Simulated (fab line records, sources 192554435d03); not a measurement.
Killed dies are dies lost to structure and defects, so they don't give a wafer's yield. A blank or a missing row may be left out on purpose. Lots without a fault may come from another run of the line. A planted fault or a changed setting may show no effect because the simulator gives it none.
Split-lot experiment | flow n5_finfet | 7 lots, 21 wafers read, on a route of 1938 steps

THE SPLIT
At N5_PMOS_HMC_CHANNEL_EPI_PEB_07 (peb time 60 s), the setting peb_time_s was moved away from the recipe's 60 s on 6 of the 21 wafers read, by -19.9% to -8.5%. The other wafers ran this setting at the recipe's value.

FROM THE SPLIT TO THE READING: what the file shows between them, 1 step
- N5_PMOS_HMC_CHANNEL_EPI_DEVELOP_08: develop time 30 s

THE READING
cd_nm, in nm, at N5_PMOS_HMC_CHANNEL_EPI_CD_MEAS_09 (target cd 237.4 nm). Fault-free wafers of this fab line usually give 237.7 nm, standard deviation 0.95 nm.

wafer  | tool, chamber at the split | peb_time_s as run, s | against the recipe | cd_nm, nm | against lot-mates on the recipe
L076.1 | litho_track-03, 0          | 48.07                | -19.9%             | 228.4     | -8.9
L076.4 | litho_track-03, 0          | 48.07                | -19.9%             | 228.2     | -9.1
L076.5 | litho_track-03, 0          | 60                   | recipe             | 237.3     | -
L080.1 | litho_track-04, 0          | 60                   | recipe             | 237.6     | -
L080.2 | litho_track-04, 0          | 60                   | recipe             | 238.5     | -
L080.4 | litho_track-04, 0          | 60                   | recipe             | 240.1     | -
L081.3 | litho_track-03, 0          | 48.66                | -18.9%             | 226.5     | -9.3
L081.4 | litho_track-03, 0          | 60                   | recipe             | 235.8     | -
L081.5 | litho_track-03, 0          | 48.66                | -18.9%             | 227.9     | -7.9
L090.4 | litho_track-01, 0          | 60                   | recipe             | 237.5     | -
L090.5 | litho_track-01, 0          | 60                   | recipe             | 237.8     | -
L090.6 | litho_track-01, 0          | 60                   | recipe             | 237.9     | -
L091.2 | litho_track-01, 0          | 60                   | recipe             | 237.0     | -
L091.3 | litho_track-01, 0          | 60                   | recipe             | 237.0     | -
L091.6 | litho_track-01, 0          | 60                   | recipe             | 237.0     | -
L092.2 | litho_track-03, 0          | 60                   | recipe             | 236.3     | -
L092.4 | litho_track-03, 0          | 60                   | recipe             | 234.6     | -
L092.5 | litho_track-03, 0          | 60                   | recipe             | 236.3     | -
L097.2 | litho_track-03, 0          | 54.93                | -8.5%              | 234.9     | -3.8
L097.3 | litho_track-03, 0          | 54.93                | -8.5%              | 234.6     | -4.1
L097.4 | litho_track-03, 0          | 60                   | recipe             | 238.7     | -

THE FIT
A straight line over all 21 wafers: cd_nm changes by +0.48 nm for each +1% of peb_time_s; r = +0.95; the points scatter about the line by 1.3 nm.
The same after taking each lot's own level away (the mean of its wafers on the recipe; 21 wafers): +0.455 nm for each +1%; r = +0.99; scatter 0.58 nm.
On that fit, the largest move of peb_time_s shifts the reading by 9 nm.
The lots' own levels span 235.73 to 238.73 nm, that is 3.2 times the standard deviation above.
So the lot-to-lot level changes the slope little: the two slopes agree.
Check: with one of the wafers moved furthest among these (-19.9%) left out of the fit, the line predicts -9.09 nm for it against its lot-mates. It came out at -8.9 nm against them.

OTHER SPLITS ON THESE WAFERS
These wafers also went through other splits before the reading. Each is held against what the fit with the lots' levels taken away leaves over:
other split on the same wafers | wafers away from the commonest value | r with cd_nm (lot level and that fit taken away)
N5_WELL_APT_COAT_02 spin_rpm   | 8                                    | +0.00
N5_WELL_APT_EXPOSE_05 dose_mj  | 6                                    | -0.43

THE WHOLE CHAIN: every reading that the file lists as answering this split, in the file's order
step                               | what it does                                                           | reading                                                                     | change (the file's fit)               | r (the file's)
N5_PMOS_HMC_CHANNEL_EPI_CD_MEAS_09 | target cd 237.4 nm                                                     | cd_nm                                                                       | +0.457 nm for each +1% of the setting | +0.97
N5_PMOS_HMC_CHANNEL_EPI_DESCUM_14  | chemistry O2, time 7.9 s                                               | PMOS_HMC_CHANNEL_EPI.cd_nm (the simulator's own value, which no gauge read) | +0.457 nm for each +1% of the setting | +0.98
N5_PMOS_HMC_CHANNEL_EPI_ETCH_32    | etches BARC in N2/H2, stops on SiO2, target depth 85.8 nm, time 50.3 s | PMOS_HMC_CHANNEL_EPI.cd_nm (the simulator's own value, which no gauge read) | +0.452 nm for each +1% of the setting | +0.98

THE FILE'S OWN FIT
cd_nm changes by +0.457 nm for each +1% of peb_time_s, r = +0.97.
